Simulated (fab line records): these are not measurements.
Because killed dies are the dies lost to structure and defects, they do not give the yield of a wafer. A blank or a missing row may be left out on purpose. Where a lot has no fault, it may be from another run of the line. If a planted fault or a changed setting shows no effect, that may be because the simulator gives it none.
Comparing a struck lot with a sound one ; flow n5_finfet ; 39 out of 1938 route steps
Sound: the wafers L865.1, L865.3, L865.5. Wafers L862.3, L862.5, L862.6 were the ones struck. Last of all comes the cause.
Each step with rows lists, per side, the tool, then ch with its chambers, then its first start. Under that, the readings that differ: sound wafers ; struck wafers ; difference of the means ; sigmas: that difference in standard deviations of wafers without a fault.
alike: same words and numbers on both sides, and readings whose means sit less than 2 such deviations apart. not compared: any withheld reading, any reading some wafer has no value for, any bound like >300 that may hide the same value, and any number with overlapping values for which the record gives no deviation.
The two part at a step that has a row with sigmas, a row that says differs or no value, or rows on one side only. When numbers do not overlap yet have no deviation, they are printed without sigmas and do not part them. A reading missing from all wafers of one side parts the sides only when that side holds two or more wafers.

first, 11 steps without rows for these wafers: N5_MOL_CONTACT_COAG_STRIP_96 (strips in N2/H2); N5_MOL_CONTACT_COAG_ETCH_47 (etches SiNx in CH3F/O2, stops on W, target depth 27 nm); N5_MOL_CONTACT_COAG_STRIP_119 (strips in N2/H2, time 30 s); N5_MOL_CONTACT_COAG_PRECLEAN_144 (cleans in alkaline clean, time 60 s); N5_MOL_CONTACT_COAG_SRD_145 (time 30 s); N5_MOL_CONTACT_COAG_COAT_62 (time 60 s, resist thk 60 nm); N5_MOL_CONTACT_COAG_COAT_63 (time 60 s, resist thk 10 nm); N5_MOL_CONTACT_COAG_COAT_64 (time 60 s, resist thk 10 nm); N5_MOL_CONTACT_COAG_COAT_34 (resist thk 40 nm); N5_MOL_CONTACT_COAG_EBR_36; N5_MOL_CONTACT_COAG_SOFTBAKE_35 (time 60 s).
N5_MOL_CONTACT_COAG_EXPOSE_37: exposes mask VD, defocus 0 nm.
  sound on euv_scanner-01 ch 0, day 10 18:11; struck on euv_scanner-02 ch 0, day 9 20:47
reading;sound;struck;difference;sigmas
model.MOL_CONTACT_COAG.overlay_x_nm (nm);-0.4 -0.4 -0.4;12.6 12.6 12.6;+13.0;
  alike: mask, exposure_dose_mJ_cm2
then, 2 steps without rows for these wafers: N5_MOL_CONTACT_COAG_PEB_38 (peb time 60 s); N5_MOL_CONTACT_COAG_DEVELOP_39 (develop time 30 s).
N5_MOL_CONTACT_COAG_OVL_MEAS_41:
  sound on overlay-02 ch 0, day 10 18:22; struck on overlay-01 ch 0, day 9 20:58
reading;sound;struck;difference;sigmas
VD_OVL (nm);0.1 -0.1 -0.6;12.2 12.1 11.9;+12.3;+23
then, 22 steps without rows for these wafers: N5_MOL_CONTACT_COAG_DESCUM_45 (chemistry O2, time 7 s); N5_MOL_CONTACT_COAG_ETCH_65 (etches underlayer in N2/H2, target depth 13 nm, time 10.4 s); N5_MOL_CONTACT_COAG_ETCH_66 (etches SiARC in CF4, target depth 13 nm, time 21.7 s); N5_MOL_CONTACT_COAG_ALD_133 (deposits SiO2, target thk 5 nm, pulse time 1 s, co reactant pulse time 1 s); N5_MOL_CONTACT_COAG_ETCHBACK_134 (etches SiO2 in CHF3, target depth 10 nm, time 6.7 s); N5_MOL_CONTACT_COAG_ETCH_67 (etches SOC in N2/H2, target depth 60 nm, overetch 21 nm, time 101.2 s); N5_MOL_CONTACT_COAG_STRIP_68 (strips in N2/H2); N5_MOL_CONTACT_COAG_STRIP_69 (strips in N2/H2); N5_MOL_CONTACT_COAG_ETCHBACK_136 (etches SiO2 in CHF3, target depth 25 nm, time 16.7 s); N5_MOL_CONTACT_COAG_STRIP_120 (strips in CHF3); N5_MOL_CONTACT_COAG_VIA_ETCH_117 (etches SiO2 in C4F6/O2, target depth 40 nm, overetch 8 nm, time 26 s); N5_MOL_CONTACT_COAG_ETCH_124 (etches SiNx in CH3F/O2, stops on SiOC, target depth 6.5 nm); N5_MOL_CONTACT_COAG_ETCH_48 (etches SiOC in C4F6/O2, target depth 15 nm, overetch 4.5 nm, time 17 s); N5_MOL_CONTACT_COAG_STRIP_72 (strips in N2/H2); N5_MOL_CONTACT_COAG_STRIP_49 (strips in N2/H2, time 30 s); N5_MOL_CONTACT_COAG_PRECLEAN_138 (cleans in alkaline clean, time 60 s); N5_MOL_CONTACT_COAG_SRD_139 (time 30 s); N5_MOL_CONTACT_COAG_PRE_CLEAN_121; N5_MOL_CONTACT_COAG_CVD_140 (deposits W, target thk 66.5 nm, time 215 s); N5_MOL_CONTACT_COAG_PRECLEAN_127 (cleans in DIW, time 57.5 s); N5_MOL_CONTACT_COAG_SRD_128 (dry time 32 s); N5_MOL_CONTACT_COAG_CMP_52 (polishes, stops on SiO2, t overpolish 1.5 s, target thk 66.5 nm).
-- record jumps: 3 days separate the struck wafers' starts on either side; left off in module MOL_CONTACT_COAG, taken up again in module BEOL_M4, whose first shown step is the route's number 1111 --
N5_BEOL_M4_RC_MEAS_101:
  sound on prober-01 ch 0, day 13 09:16; struck on prober-01 ch 0, day 12 16:44
  alike: DIBL_N, DIBL_P, IOFF_N, IOFF_P, ION_N, ION_P, SS_N, SS_P, VT_N, VT_P
-- a jump in the record: the struck wafers' starts before and after are 5 days apart (it breaks off in module BEOL_M4 and resumes in module PASSIVATION, where the first step shown is number 1936 of the route) --
N5_PASSIVATION_PROBE_49:
  only the struck wafers here have rows in the record (prober-02, day 17 08:29); the sound ones have none

## WHERE THEY PART
At N5_MOL_CONTACT_COAG_OVL_MEAS_41 first; at N5_PASSIVATION_PROBE_49 last (within this record only).

WHY: what had been put in by the simulator
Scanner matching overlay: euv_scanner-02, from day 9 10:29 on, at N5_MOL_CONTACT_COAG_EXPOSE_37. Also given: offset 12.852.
